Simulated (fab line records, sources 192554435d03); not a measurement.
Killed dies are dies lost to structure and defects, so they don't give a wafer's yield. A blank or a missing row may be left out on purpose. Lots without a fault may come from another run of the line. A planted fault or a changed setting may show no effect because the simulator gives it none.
Problem report in the 8D (eight disciplines) form, filled by code | flow n5_finfet | the parts of the form that need people (team, actions taken, sign-off) are left out

1. THE PROBLEM
run_length_s at N5_BEOL_M0_CVD_115 reads a mean of 72.7 s on 3 wafers of 2 lots; wafers without a fault read 143.0 s with a standard deviation of 0.43. That is -99 or more standard deviations from the usual mean.
The step: deposits Co from CCTBA/H2, time 120 s.
First seen on wafer L199.3, day 11 03:11, on cvd_co-01. The record holds 38 wafers of 14 lots with a number at this step. Rule for "out", or "out of limits": more than 4 standard deviations from the usual mean. The other wafers with a number count as sound.

2. WHAT IT IS AND WHAT IT IS NOT
question                    | is                     | is not
which readings at this step | run_length_s           | -
which lots                  | L199, L201             | L180, L181, L182, L183, L184, L185, L186, L187, L188, L189, L190, L202
which wafers of those lots  | L199.3, L201.2, L201.3 | L199.1
read on which tools         | cvd_co-01              | cvd_co-02
when                        | from day 11 03:11      | up to then (32 sound wafers); but 3 sound wafers of L202 came after

3. SUSPECTS, AND WHAT RULES EACH OUT
Counting: a tool at a process step up to the reading stays a suspect if it ran every lot that is out. Sound lots after the first of them don't rule it out here, since some wafers of a struck lot are sound.
- cvd_co-01 at N5_BEOL_M0_CVD_115 (deposits Co from CCTBA/H2, time 120 s): kept. It ran every lot that is out, first L199 (day 11 03:11); its last sound lot up to then is L185 (day 7 16:33). Its own readings are out on those wafers: run_length_s.
- Within cvd_co-01 at N5_BEOL_M0_CVD_115: the wafers that are out ran in chambers 1, 2; their sound lot-mates ran in chamber 0.
Left after counting: cvd_co-01 at N5_BEOL_M0_CVD_115.

4. THE CAUSE (what the simulator had put in)
Process parameter drift: cvd_co-01, from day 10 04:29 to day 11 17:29, at N5_BEOL_M0_CVD_115. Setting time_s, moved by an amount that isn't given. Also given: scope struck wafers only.
Counting left only this tool.

5. THE CHAIN OF EFFECTS, in route order
Each row: a reading whose mean over the struck wafers that have a number lies more than 3 standard deviations from the usual. Only readings for which the record gives a usual standard deviation are gone through. hours: the time from each lot's start at the first step in this table that gives one to its start at this step, as a median over the lots. sigmas: the change in usual standard deviations.
hours | step               | reading      | usual   | on struck wafers | change | sigmas
0     | N5_BEOL_M0_CVD_115 | run_length_s | 143.0 s | 72.7             | -70.3  | -99 or more
The process steps in it:
- N5_BEOL_M0_CVD_115: deposits Co from CCTBA/H2, time 120 s.
Later measuring or inspecting steps at which every struck wafer that the step has a row for has a number for every such reading, and none has moved that far: N5_BEOL_M4_RC_MEAS_101.

6. WHAT WOULD HAVE CAUGHT IT SOONER
In this record the first reading out of limits was taken at day 11 03:11, 23 hours after the fault began at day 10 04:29.
